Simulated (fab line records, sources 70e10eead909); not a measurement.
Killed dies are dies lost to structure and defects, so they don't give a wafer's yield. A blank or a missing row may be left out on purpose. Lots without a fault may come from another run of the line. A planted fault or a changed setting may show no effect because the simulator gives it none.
Chamber matching | flow nand_harc | NHARC_A_STAIRCASE_DEP_151 on pecvd-04: 3 sister chambers
The step deposits SiO2, target thk 3800 nm. 6 wafers are shown with their chamber, then 7 later ones without.

WAFERS WITH THEIR CHAMBER
wafer  | chamber | rf_fwd_power_W (W) | heater_power_w (W)
L295.2 | 0       | 498.9              | 746
L299.2 | 2       | 498.4              | 663
L299.5 | 0       | 498.3              | 626
L299.6 | 2       | 498.3              | 549
L305.2 | 1       | 499.3              | 741
L305.4 | 1       | 500.8              | 686

WAFERS WITHOUT THEIR CHAMBER
wafer  | rf_fwd_power_W (W) | heater_power_w (W)
L305.5 | 500.7              | 516
L308.3 | 498.0              | 839
L308.4 | 499.4              | 549
L308.5 | 499.6              | 636
L313.3 | 498.2              | 754
L313.5 | 498.7              | 618
L313.6 | 498.0              | 699

WHICH CHAMBER EACH WENT THROUGH
wafer  | from the rows above          | in truth
L305.5 | can't be placed: 1 or 2 or 0 | 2
L308.3 | can't be placed: 0 or 2 or 1 | 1
L308.4 | can't be placed: 2 or 0 or 1 | 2
L308.5 | can't be placed: 1 or 0 or 2 | 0
L313.3 | can't be placed: 0 or 2 or 1 | 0
L313.5 | can't be placed: 2 or 0 or 1 | 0
L313.6 | can't be placed: 0 or 2      | 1
Placed correctly: 0 of 7. Can't be placed from these rows: 7 (the true chamber is among the candidates in 6). Placed wrongly: 0.
How it was worked out, from the rows above alone: a wafer's distance from a chamber is the root of the sum, over the readings, of the square of ((its reading less the chamber's mean) divided by the reading's scatter). The wafer belongs to the nearest chamber; if the next one is less than 2 further off, it can't be placed. A chamber's mean is the mean of its shown wafers. The scatter: the root of (the sum of the squares of (reading less its chamber's mean) over the shown wafers, divided by (wafers less chambers)).
